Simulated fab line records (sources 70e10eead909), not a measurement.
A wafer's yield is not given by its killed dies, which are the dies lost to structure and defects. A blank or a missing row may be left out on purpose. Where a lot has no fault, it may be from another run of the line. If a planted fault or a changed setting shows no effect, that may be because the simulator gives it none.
Matching of chambers ; flow nand harc ; NHARC_A_WL_FILL_ALD_02 on ald metal-03 has 4 sister chambers
The step deposits TiN, target thk 2 nm, pulse time 3 s, ald cycles 100. 16 wafers are shown with their chamber, then 8 later ones without.

## EACH WAFER AND ITS CHAMBER
wafer;chamber;heater power w (W);precursor pulse height rel
L074.1;3;984;1.006
L074.3;2;1124;0.991
L074.5;0;928;0.972
L075.2;2;1080;0.995
L075.4;1;1253;1.001
L075.5;1;1222;1.006
L077.2;2;1088;0.970
L077.3;3;952;0.968
L077.6;3;975;0.985
L079.1;0;949;1.010
L079.2;1;1251;0.998
L079.4;3;962;1.005
L081.1;0;970;0.967
L081.4;3;956;1.005
L081.6;2;1115;1.033
L090.2;3;948;0.971

SIGNATURES, as means of the wafers listed above
reading;chamber 0;chamber 1;chamber 2;chamber 3;scatter within a chamber
heater power w;949.00;1242.00;1101.75;962.83;17.8
precursor pulse height rel;0.98300;1.00167;0.99725;0.99000;0.02
Rule: a wafer lies at a distance from a chamber equal to the root of the sum of squares, over the readings, of (its reading less the chamber's mean, divided by the reading's scatter). The wafer belongs to the nearest chamber; if the next one is less than 2 further off, it can't be placed. How the scatter is found: for the shown wafers, subtract from each reading the mean of its chamber, square and add these, divide the total by (wafers less chambers), then take the root.

## WAFERS WITH NO CHAMBER GIVEN
wafer;heater power w (W);precursor pulse height rel
L090.3;915;0.991
L090.5;1096;0.954
L095.1;913;1.012
L095.3;936;0.974
L095.6;935;1.000
L096.2;969;0.997
L096.5;898;1.004
L096.6;1174;0.980

## CHAMBER TAKEN BY EACH
wafer;from the rows above;in truth
L090.3;can't be placed: 0 or 3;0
L090.5;2;2
L095.1;can't be placed: 0 or 3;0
L095.3;can't be placed: 0 or 3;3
L095.6;can't be placed: 0 or 3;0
L096.2;can't be placed: 3 or 0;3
L096.5;can't be placed: 0 or 3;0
L096.6;can't be placed: 1 or 2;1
Correctly placed: 1 of 8. These rows do not allow placing 7 (true chamber among the candidates in 7). Number placed wrongly: 0.
